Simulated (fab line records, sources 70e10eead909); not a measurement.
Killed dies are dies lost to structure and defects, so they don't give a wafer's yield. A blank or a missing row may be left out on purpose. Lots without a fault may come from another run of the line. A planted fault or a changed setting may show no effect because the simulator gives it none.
fab line records | flow nand_harc
record lots=6 wafers=16 last_day=25
route steps=1159 shown A_ONON_D1@432
lots that met no fault: from a run of the same line without faults
start_h: hours from the record's first day to the start of the lot's first wafer shown | wait_h: hours since the lot's step before | " the same as in the row above | L1.1+2: a row that stands for several wafers | - no value, or no start given | * or withheld: withheld | < > ~ a bound
route shown NAME@n: a module of which the file shows steps, and the number in the route of the first | usual: mean/standard deviation of fault-free wafers | same: alike in all rows | chamber/n: place in a boat | sites: the reading at each site | _std_site: their standard deviation | _edge_site: outer sites' mean less inner sites' | radius_mm: how far each site lies from the wafer's centre | mask NAME#n: copy n | behind: the tool/chamber that last shaped the wafer | hold: why the lot was held/for how many hours/how that ended | device: the transistor (n, p or np) that didn't switch | end of line: the same wafers' tests at the end of the route | a step without rows: its recipe alone | killed: dies lost to structure and defects at the first sort, not the wafer's yield | map: a wafer's dies, x killed, . not, _ none there
set.NAME: the setting as run; set.NAME@STEP: as run at that earlier step | model.NAME: the simulator's own value behind a step, which no gauge read
lots at some steps of the route; a table a step, a row a wafer
services: from which hour (start_h, from the record's first day; less than 0 if before it) a tool's chamber was out of use, for how many hours, and why
## steps
# step NHARC_A_ONON_D1_DEP_12
# recipe target_thk_a=10000 n2_flow_sccm=2750 n2o_flow_sccm=2000 nh3_flow_sccm=500 sih4_flow_sccm=210 temp_c=400
# step NHARC_A_ONON_D1_THK_MEAS_14
# recipe thk_meas_gauge=ellipsometry
# usual thk_nm=1001/12
# columns lot.wafer tool chamber start_h wait_h thk_nm
L439.4 film_metro-02 - 169.33 - 999
L439.5 " - " " 996
L439.6 " - " " 998
L441.2 film_metro-01 - 169.41 - 966
L441.4 " - " " 966
L441.5 " - " " 967
L442.4 film_metro-02 - 181.56 - 999
L442.5 " - " " 995
L447.5 film_metro-01 - 213.79 - 994
L447.6 " - " " 994
L456.1 film_metro-01 - 268.95 - 1012
L456.3 " - " " 1011
L456.4 " - " " 1011
L461.3 film_metro-02 - 296.91 - 1013
L461.4 " - " " 1014
L461.6 " - " " 1012
# step NHARC_A_ONON_D1_ANNEAL_15
# recipe temp_c=750 time_s=3600
# step NHARC_A_ONON_D1_DEP_16
# recipe target_thk_a=10000 n2_flow_sccm=2750 n2o_flow_sccm=2000 nh3_flow_sccm=500 sih4_flow_sccm=210 temp_c=400
# step NHARC_A_ONON_D1_THK_MEAS_18
# recipe thk_meas_gauge=ellipsometry
# usual thk_nm=997/11
# columns lot.wafer tool chamber start_h wait_h thk_nm
L441.2 film_metro-02 - 177.42 - 983
L441.4 " - " " 982
L441.5 " - " " 981
L439.4 film_metro-02 - 177.43 - 1001
L439.5 " - " " 1001
L439.6 " - " " 1000
L442.4 film_metro-02 - 188.66 - 987
L442.5 " - " " 986
L447.5 film_metro-02 - 221.79 - 1014
L447.6 " - " " 1014
L456.1 film_metro-01 - 278.64 - 994
L456.3 " - " " 994
L456.4 " - " " 995
L461.3 film_metro-02 - 304.93 - 991
L461.4 " - " " 993
L461.6 " - " " 993
# step NHARC_A_ONON_D1_DEP_19
# recipe target_thk_a=10000 n2_flow_sccm=2750 n2o_flow_sccm=2000 nh3_flow_sccm=500 sih4_flow_sccm=210 temp_c=400
# step NHARC_A_ONON_D1_THK_MEAS_21
# recipe thk_meas_gauge=ellipsometry
# usual thk_nm=1002/11
# columns lot.wafer tool chamber start_h wait_h thk_nm
L439.4 film_metro-01 - 177.99 - 1002
L439.5 " - " " 1003
L439.6 " - " " 1003
L441.2 film_metro-02 - 178.01 - 986
L441.4 " - " " 985
L441.5 " - " " 986
L442.4 film_metro-02 - 189.26 - 1003
L442.5 " - " " 1002
L447.5 film_metro-02 - 222.36 - 1019
L447.6 " - " " 1018
L456.1 film_metro-01 - 279.21 - 1000
L456.3 " - " " 998
L456.4 " - " " 999
L461.3 film_metro-02 - 305.49 - 995
L461.4 " - " " 995
L461.6 " - " " 996
# step NHARC_A_ONON_D1_DEP_22
# recipe target_thk_a=10000 n2_flow_sccm=2750 n2o_flow_sccm=2000 nh3_flow_sccm=500 sih4_flow_sccm=210 temp_c=400
# step NHARC_A_ONON_D1_THK_MEAS_24
# recipe thk_meas_gauge=ellipsometry
# usual thk_nm=1001/9.6
# columns lot.wafer tool chamber start_h wait_h thk_nm
L439.4 film_metro-02 - 178.56 - 993
L439.5 " - " " 994
L439.6 " - " " 994
L441.2 film_metro-01 - 178.58 - 979
L441.4 " - " " 977
L441.5 " - " " 978
L442.4 film_metro-02 - 189.85 - 995
L442.5 " - " " 995
L447.5 film_metro-02 - 222.93 - 995
L447.6 " - " " 996
L456.1 film_metro-01 - 279.78 - 998
L456.3 " - " " 997
L456.4 " - " " 998
L461.3 film_metro-02 - 306.05 - 1011
L461.4 " - " " 1012
L461.6 " - " " 1013
# step NHARC_A_ONON_D1_DEP_25
# recipe target_thk_a=10000 n2_flow_sccm=2750 n2o_flow_sccm=2000 nh3_flow_sccm=500 sih4_flow_sccm=210 temp_c=400
# step NHARC_A_ONON_D1_THK_MEAS_27
# recipe thk_meas_gauge=ellipsometry
# usual thk_nm=1002/11
# columns lot.wafer tool chamber start_h wait_h thk_nm
L439.4 film_metro-01 - 179.36 - 1000
L439.5 " - " " 1000
L439.6 " - " " 1000
L441.2 film_metro-02 - 179.39 - 1015
L441.4 " - " " 1017
L441.5 " - " " 1019
L442.4 film_metro-02 - 190.43 - 994
L442.5 " - " " 996
L447.5 film_metro-02 - 223.50 - 994
L447.6 " - " " 995
L456.1 film_metro-01 - 280.34 - 1002
L456.3 " - " " 1003
L456.4 " - " " 1002
L461.3 film_metro-02 - 306.61 - 994
L461.4 " - " " 994
L461.6 " - " " 995
# step NHARC_A_ONON_D1_DEP_28
# recipe target_thk_a=10000 n2_flow_sccm=2750 n2o_flow_sccm=2000 nh3_flow_sccm=500 sih4_flow_sccm=210 temp_c=400
# usual sih4_flow_sccm=209.9/0.69
# columns lot.wafer tool chamber start_h wait_h sih4_flow_sccm
L441.2 pecvd_onon-03 0 179.62 0.2 208.2
L441.4 " 0 " " 209.1
L441.5 " 0 " " 208.8
L439.4 pecvd_onon-01 0 179.72 0.4 209.3
L439.5 " 0 " " 208.4
L439.6 " 0 " " 209.5
L442.4 pecvd_onon-03 0 190.66 0.2 209.6
L442.5 " 0 " " 210.0
L447.5 pecvd_onon-03 0 223.79 0.3 210.0
L447.6 " 0 " " 209.1
L456.1 pecvd_onon-04 0 280.39 0.1 210.3
L456.3 " 0 " " 210.5
L456.4 " 0 " " 209.7
L461.3 pecvd_onon-04 0 306.79 0.2 209.5
L461.4 " 0 " " 210.1
L461.6 " 0 " " 210.7
# step NHARC_A_ONON_D1_THK_MEAS_30
# recipe thk_meas_gauge=ellipsometry
# usual thk_nm=1000/9.3
# columns lot.wafer tool chamber start_h wait_h thk_nm
L439.4 film_metro-01 - 180.06 - 988
L439.5 " - " " 991
L439.6 " - " " 988
L441.2 film_metro-01 - 180.08 - 1010
L441.4 " - " " 1011
L441.5 " - " " 1011
L442.4 film_metro-01 - 191.00 - 1319
L442.5 " - " " 1009
L447.5 film_metro-02 - 224.07 - 1013
L447.6 " - " " 1325
L456.1 film_metro-01 - 280.90 - 989
L456.3 " - " " 990
L456.4 " - " " 990
L461.3 film_metro-02 - 307.18 - 999
L461.4 " - " " 999
L461.6 " - " " 999
# step NHARC_A_ONON_D1_DEP_33
# recipe target_thk_a=2000 temp_c=400 pressure_torr=6.5 rf_w=900 teos_flow_sccm=161.4 flow_sccm=2650 target_thk_nm=200 gas=O2 material=SiO2
# usual heater_power_outer_w=314/58 heater_power_w=584/83 throttle_valve_pct=16.1/0.37
# columns lot.wafer tool chamber start_h wait_h heater_power_outer_w heater_power_w throttle_valve_pct
L441.2 pecvd-02 1 180.13 0.1 344 647 16.1
L441.5 " 1 " " 351 642 16.2
L441.4 " 2 " " 305 551 16.6
L439.4 pecvd-03 2 180.25 0.2 287 532 15.7
L439.6 " 0 " " 285 590 16.2
L439.5 " 1 " " 259 545 16.1
L442.4 pecvd-04 0 191.26 0.3 284 431 15.8
L442.5 " 1 " " 212 422 15.6
L447.5 pecvd-04 1 224.31 0.2 208 426 14.9
L447.6 " 2 " " 318 627 16.2
L456.3 pecvd-03 2 280.96 0.1 307 519 16.2
L456.1 " 0 " " 301 625 16.5
L456.4 " 0 " " 317 625 16.3
L461.3 pecvd-03 0 307.24 0.1 297 591 16.3
L461.4 " 0 " " 296 585 16.0
L461.6 " 2 " " 443 682 15.9
## services
# columns tool chamber start_h hours kind
pecvd-04 - 161.75 0.4 repair
pecvd-02 0 166.37 - clean
pecvd-02 1 166.37 - clean
pecvd-02 2 166.37 - clean
pecvd_onon-01 - 195.00 13.0 pm
pecvd-04 - 195.70 13.0 pm
pecvd-04 0 195.70 13.0 vent_cycle
pecvd-04 1 195.70 13.0 vent_cycle
pecvd-04 2 195.70 13.0 vent_cycle
pecvd-04 0 208.70 - clean
pecvd-04 1 208.70 - clean
pecvd-04 2 208.70 - clean
pecvd-02 2 220.41 - calibration
pecvd-03 - 230.20 2.3 repair
pecvd_onon-04 - 237.00 13.0 pm
pecvd-03 2 253.54 20.1 repair
pecvd-03 - 292.20 13.0 pm
pecvd-03 0 292.20 13.0 vent_cycle
pecvd-03 1 292.20 13.0 vent_cycle
pecvd-03 2 292.20 13.0 vent_cycle
pecvd-03 0 305.20 - clean
pecvd-03 1 305.20 - clean
pecvd-03 2 305.20 - clean
## key
first_sign step=NHARC_A_ONON_D1_THK_MEAS_30 reading=thk_nm direction=up sigmas=34 usual=1000 struck=1322
effect none on later readings
met_at NHARC_A_ONON_D1_DEP_28
struck_wafers L442.4,L447.6
later_rows_left_out L442.4,L447.6
sort_left_out L442.4,L447.6
tester_left_out L442,L447
onset_between 179.62 190.66
fault kind=process_parameter_drift tool=pecvd_onon-03 chamber=- onset_h=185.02 steps=NHARC_A_ONON_D1_DEP_28 channel=target_thk_a offset=* shape=step end_h=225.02 scope=struck_wafers_only acts_in=* stated=*
# tester_left_out: of these lots the tester's yield and bins aren't shown, on N5 and GAA mostly nor the transistor test; their killed dies are dies lost to structure and defects alone, not to doping, threshold or leakage, so they don't give the yield
# sort_left_out: the simulated sort isn't trusted on such a fault, so these wafers' sort isn't shown, and their yield isn't known
# later_rows_left_out: the simulator's readings of these wafers behind a module that went badly wrong aren't trusted and aren't shown, but for the sort
